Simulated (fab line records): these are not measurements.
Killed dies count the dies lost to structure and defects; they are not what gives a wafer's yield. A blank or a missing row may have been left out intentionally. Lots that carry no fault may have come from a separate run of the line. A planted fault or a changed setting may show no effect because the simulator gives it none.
Matching of chambers	flow nand-harc	pecvd-04 running NHARC_A_M1_PRE_CLEAN_32: 3 sister chambers
The step time 12 s. 18 wafers are shown with their chamber, then 9 later ones without.

EACH WAFER AND ITS CHAMBER
wafer	chamber	heater-power-w (W)
L074.2	1	590
L074.3	2	554
L074.6	0	520
L078.1	2	563
L078.2	1	512
L078.4	2	561
L080.3	2	562
L080.5	0	521
L080.6	2	578
L083.2	2	586
L083.5	1	537
L083.6	2	589
L082.4	2	549
L082.5	0	493
L082.6	1	600
L087.2	0	533
L087.3	1	609
L087.4	2	545

SIGNATURES (averages over the wafers above)
reading	chamber 0	chamber 1	chamber 2	scatter within a chamber
heater-power-w	516.75	569.60	565.22	26
Rule: a wafer lies at a distance from a chamber equal to the root of the sum of squares, over the readings, of (its reading less the chamber's mean, divided by the reading's scatter). The wafer belongs to the nearest chamber; if the next one is less than 2 further off, it can't be placed. The scatter is the square root of a quotient: the sum, over the shown wafers, of each reading's squared deviation from its chamber's mean, divided by wafers minus chambers.

WAFERS WITHOUT THEIR CHAMBER
wafer	heater-power-w (W)
L091.2	496
L091.3	575
L091.4	579
L092.1	525
L092.2	559
L092.5	569
L093.2	500
L093.3	507
L093.4	583

CHAMBER TAKEN BY EACH
wafer	from the rows above	in truth
L091.2	can't be placed: 0 or 2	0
L091.3	can't be placed: 1 or 2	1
L091.4	can't be placed: 1 or 2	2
L092.1	can't be placed: 0 or 2 or 1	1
L092.2	can't be placed: 2 or 1 or 0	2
L092.5	can't be placed: 1 or 2 or 0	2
L093.2	can't be placed: 0 or 2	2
L093.3	can't be placed: 0 or 2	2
L093.4	can't be placed: 1 or 2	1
0 of 9 placed correctly. From these rows, 9 cannot be placed; in 9 the true chamber is one of the candidates. Placed wrongly: 0.
